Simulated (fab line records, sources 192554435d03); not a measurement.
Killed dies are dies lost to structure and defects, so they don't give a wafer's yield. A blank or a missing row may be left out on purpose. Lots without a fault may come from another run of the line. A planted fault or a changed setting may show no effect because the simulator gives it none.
Which tool did it? | flow n5_finfet | 10 lots, 30 wafers sampled, at 5 steps of a route of 1938

WHAT THE GAUGES READ, wafer by wafer
N5_BEOL_M4_RC_MEAS_101. Usual: DIBL_N 36.2 mV/V, standard deviation 1.7; DIBL_P 36.2 mV/V, standard deviation 2.2; IOFF_N 0.16 nA/um, standard deviation 0.035; IOFF_P 0.21 nA/um, standard deviation 0.042; ION_N 673 uA/um, standard deviation 13; ION_P 462 uA/um, standard deviation 7.9; SS_N 71.4 mV/dec, standard deviation 0.59; SS_P 73.2 mV/dec, standard deviation 0.7; VT_N 250 mV, standard deviation 3.6; VT_P -251 mV, standard deviation 3.5.
lot  | measured     | on        | DIBL_N (mV/V)  | DIBL_P (mV/V)  | IOFF_N (nA/um) | IOFF_P (nA/um) | ION_N (uA/um) | ION_P (uA/um) | SS_N (mV/dec)  | SS_P (mV/dec)  | VT_N (mV)   | VT_P (mV)      | flag
L359 | day 7 23:13  | prober-01 | 36.3 38.7 36.4 | 36.1 40.1 38.5 | 0.14 0.21 0.17 | 0.19 0.25 0.22 | 653 688 674   | 446 461 465   | 70.9 72.5 71.4 | 73.0 74.0 73.9 | 250 243 248 | -252 -247 -251 |
L360 | day 8 05:29  | prober-01 | 33.7 35.4 35.9 | 35.2 37.1 37.6 | 0.14 0.16 0.18 | 0.21 0.23 0.23 | 667 674 682   | 469 473 473   | 70.5 71.1 71.9 | 72.9 73.2 74.0 | 252 250 248 | -250 -248 -250 |
L361 | day 8 07:13  | prober-02 | 36.6 39.1 39.0 | 37.7 41.7 41.1 | 0.20 0.27 0.27 | 0.26 0.34 0.34 | 688 713 696   | 468 482 476   | 72.1 71.7 72.7 | 73.4 74.9 74.9 | 243 240 240 | -246 -244 -243 |
L366 | day 10 02:51 | prober-01 | 35.0 37.7 35.9 | 34.7 37.1 35.6 | 0.13 0.17 0.14 | 0.21 0.25 0.24 | 654 668 655   | 466 464 464   | 71.3 71.3 70.4 | 72.4 73.0 72.9 | 254 250 252 | -251 -247 -247 |
L367 | day 10 17:28 | prober-01 | 38.1 37.1 38.6 | 38.7 37.4 39.1 | 0.19 0.17 0.19 | 0.24 0.22 0.25 | 695 678 681   | 468 464 466   | 72.1 72.0 72.6 | 73.9 73.7 74.6 | 248 250 245 | -246 -250 -246 |
L372 | day 11 04:55 | prober-01 | 37.7 34.2 35.3 | 39.0 34.5 36.8 | 0.17 0.12 0.14 | 0.26 0.19 0.22 | 668 659 666   | 463 464 460   | 71.2 71.6 71.3 | 73.8 72.0 73.0 | 251 252 250 | -245 -250 -248 |
L371 | day 11 07:58 | prober-02 | 36.2 35.7 37.3 | 34.2 34.5 35.9 | 0.14 0.13 0.15 | 0.17 0.17 0.19 | 679 680 674   | 460 461 461   | 72.2 70.5 71.6 | 73.1 73.2 72.7 | 252 254 253 | -255 -256 -251 |
L373 | day 11 10:55 | prober-02 | 36.0 33.5 37.8 | 36.3 33.6 38.1 | 0.17 0.12 0.20 | 0.21 0.18 0.26 | 684 668 684   | 466 463 464   | 71.8 70.9 71.9 | 73.6 72.8 74.1 | 251 255 247 | -251 -253 -247 |
L380 | day 13 15:37 | prober-02 | 37.0 34.4 37.7 | 36.1 33.8 37.8 | 0.16 0.12 0.18 | 0.21 0.17 0.24 | 668 666 678   | 459 457 459   | 71.3 71.0 71.8 | 72.9 71.9 73.3 | 251 255 247 | -250 -253 -249 |
L381 | day 13 17:47 | prober-01 | 34.9 35.1 34.1 | 36.8 35.5 35.1 | 0.15 0.14 0.13 | 0.17 0.16 0.16 | 665 672 666   | 450 451 454   | 70.6 71.4 71.0 | 73.9 73.2 73.1 | 252 252 255 | -257 -259 -258 |

WHICH TOOL RAN EACH LOT (tool, then ch and the chambers of the sampled wafers, then the start)
lot  | N5_BEOL_M4_ANNEAL_93         | N5_BEOL_M4_ANNEAL_95         | N5_BEOL_M4_CO_CAP_55             | N5_BEOL_M4_DEP_57
L359 | pvd_sputter-01, day 7 21:36  | pvd_sputter-01, day 7 21:49  | cvd_co-01 ch 0,2, day 7 22:50    | pecvd-02 ch 0,2, day 7 22:56
L360 | pvd_sputter-03, day 8 03:43  | pvd_sputter-03, day 8 03:56  | cvd_co-02 ch 0,1, day 8 05:13    | pecvd-01 ch 0,2, day 8 05:22
L361 | pvd_sputter-01, day 8 05:43  | pvd_sputter-01, day 8 05:56  | cvd_co-02 ch 0,1, day 8 06:58    | pecvd-02 ch 0,2, day 8 07:07
L366 | pvd_sputter-02, day 10 01:22 | pvd_sputter-02, day 10 01:35 | cvd_co-02 ch 1,2, day 10 02:35   | pecvd-01 ch 0,1, day 10 02:43
L367 | pvd_sputter-03, day 10 15:55 | pvd_sputter-03, day 10 16:08 | cvd_co-01 ch 0,1,2, day 10 17:14 | pecvd-03 ch 1,2, day 10 17:22
L372 | pvd_sputter-01, day 11 03:19 | pvd_sputter-01, day 11 03:32 | cvd_co-02 ch 0,1, day 11 04:40   | pecvd-01 ch 0,2, day 11 04:47
L371 | pvd_sputter-02, day 11 06:15 | pvd_sputter-02, day 11 06:28 | cvd_co-01 ch 0,2, day 11 07:35   | pecvd-01 ch 1,2, day 11 07:41
L373 | pvd_sputter-03, day 11 09:26 | pvd_sputter-03, day 11 09:40 | cvd_co-02 ch 0,1, day 11 10:40   | pecvd-01 ch 1,2, day 11 10:47
L380 | pvd_sputter-02, day 13 13:53 | pvd_sputter-02, day 13 14:07 | cvd_co-02 ch 0,1,2, day 13 15:23 | pecvd-02 ch 0,1,2, day 13 15:30
L381 | pvd_sputter-02, day 13 15:44 | pvd_sputter-02, day 13 15:57 | cvd_co-02 ch 0,2, day 13 17:33   | pecvd-02 ch 0,1, day 13 17:40
- N5_BEOL_M4_ANNEAL_93: time 240 s.
- N5_BEOL_M4_ANNEAL_95: time 240 s.
- N5_BEOL_M4_CO_CAP_55: material Co, precursor CCTBA/H2, target thk 2 nm, time 102.1 s.
- N5_BEOL_M4_DEP_57: deposits SiCN from 3MS/NH3, target thk 8 nm, time 14 s.

WHAT THE TOOLS THEMSELVES READ (means of the sampled wafers that have a number; where no wafer has one, the mark that the record gives instead)
N5_BEOL_M4_ANNEAL_93. Usual: heater_power_w 859 W, standard deviation 88; susceptor_temp_C 399.98 C, standard deviation 0.24.
lot  | tool           | heater_power_w (W) | susceptor_temp_C (C) | flag
L359 | pvd_sputter-01 | 734                | 399.93               |
L360 | pvd_sputter-03 | 863                | 400.12               |
L361 | pvd_sputter-01 | 792                | 399.81               |
L366 | pvd_sputter-02 | 835                | 399.82               |
L367 | pvd_sputter-03 | 931                | 400.13               |
L372 | pvd_sputter-01 | 858                | 400.05               |
L371 | pvd_sputter-02 | 795                | 399.88               |
L373 | pvd_sputter-03 | 953                | 400.22               |
L380 | pvd_sputter-02 | 803                | 400.00               |
L381 | pvd_sputter-02 | 820                | 399.86               |

N5_BEOL_M4_ANNEAL_95. Usual: heater_power_w 861 W, standard deviation 89; susceptor_temp_C 400.00 C, standard deviation 0.22.
lot  | tool           | heater_power_w (W) | susceptor_temp_C (C) | flag
L359 | pvd_sputter-01 | 739                | 399.94               |
L360 | pvd_sputter-03 | 871                | 399.94               |
L361 | pvd_sputter-01 | 802                | 400.18               |
L366 | pvd_sputter-02 | 853                | 399.83               |
L367 | pvd_sputter-03 | 924                | 400.09               |
L372 | pvd_sputter-01 | -                  | -                    | OFF
L371 | pvd_sputter-02 | -                  | -                    | OFF
L373 | pvd_sputter-03 | 959                | 399.84               |
L380 | pvd_sputter-02 | 809                | 399.93               |
L381 | pvd_sputter-02 | 818                | 399.98               |

N5_BEOL_M4_CO_CAP_55. Usual: chamber_pressure_Torr 30.00 Torr, standard deviation 0.067; heater_power_w 251 W, standard deviation 43; susceptor_temp_C 200.04 C, standard deviation 0.16.
lot  | tool      | chamber_pressure_Torr (Torr) | heater_power_w (W) | susceptor_temp_C (C) | flag
L359 | cvd_co-01 | 29.97                        | 228                | 199.98               |
L360 | cvd_co-02 | 30.10                        | 256                | 200.17               |
L361 | cvd_co-02 | 30.03                        | 230                | 200.09               |
L366 | cvd_co-02 | 30.04                        | 207                | 200.24               |
L367 | cvd_co-01 | 29.99                        | 260                | 200.11               |
L372 | cvd_co-02 | 30.03                        | 266                | 199.92               |
L371 | cvd_co-01 | 29.98                        | 263                | 200.11               |
L373 | cvd_co-02 | 30.03                        | 258                | 200.10               |
L380 | cvd_co-02 | 30.03                        | 244                | 200.13               |
L381 | cvd_co-02 | 30.00                        | 258                | 200.02               |

N5_BEOL_M4_DEP_57. Usual: chamber_pressure_Torr 3.000 Torr, standard deviation 0.0066; showerhead_plenum_p_Torr 3.671 Torr, standard deviation 0.014; throttle_valve_pct 9.1 %, standard deviation 0.34.
lot  | tool     | chamber_pressure_Torr (Torr) | showerhead_plenum_p_Torr (Torr) | throttle_valve_pct (%) | flag
L359 | pecvd-02 | 3.000                        | 3.685                           | 8.7                    |
L360 | pecvd-01 | 3.004                        | 3.675                           | 9.2                    |
L361 | pecvd-02 | 3.004                        | 3.677                           | 8.7                    |
L366 | pecvd-01 | 3.003                        | 3.666                           | 9.2                    |
L367 | pecvd-03 | 2.996                        | 3.675                           | 9.4                    |
L372 | pecvd-01 | 3.002                        | 3.673                           | 8.8                    |
L371 | pecvd-01 | 3.001                        | 3.676                           | 9.0                    |
L373 | pecvd-01 | 3.003                        | 3.678                           | 8.7                    |
L380 | pecvd-02 | 2.996                        | 3.682                           | 9.1                    |
L381 | pecvd-02 | 3.005                        | 3.686                           | 8.9                    |

THE ANSWER, worked out from the rows above alone
Rule: a lot is off if the mean of its wafers that have a number lies more than 3 standard deviations from the usual mean. A lot without any number at a reading at which 4 lots or more have one is off too. The other lots that the step has rows for count as sound. The gauges are gone through in route order, then the tools' own readings, and for those a lot's mean is taken as printed above. The first step at which some lot is off is used, and at that step the reading that is off furthest; a lot without a number counts as furthest.
Off: L372, L371, at N5_BEOL_M4_ANNEAL_95 (heater_power_w). Without a number there: L372, L371.
A tool fits if, at that step or a process step before it, it ran every lot that is off, and no sound lot after the first of them. None of those tried fits.

WHAT THE SIMULATOR HAD PUT IN
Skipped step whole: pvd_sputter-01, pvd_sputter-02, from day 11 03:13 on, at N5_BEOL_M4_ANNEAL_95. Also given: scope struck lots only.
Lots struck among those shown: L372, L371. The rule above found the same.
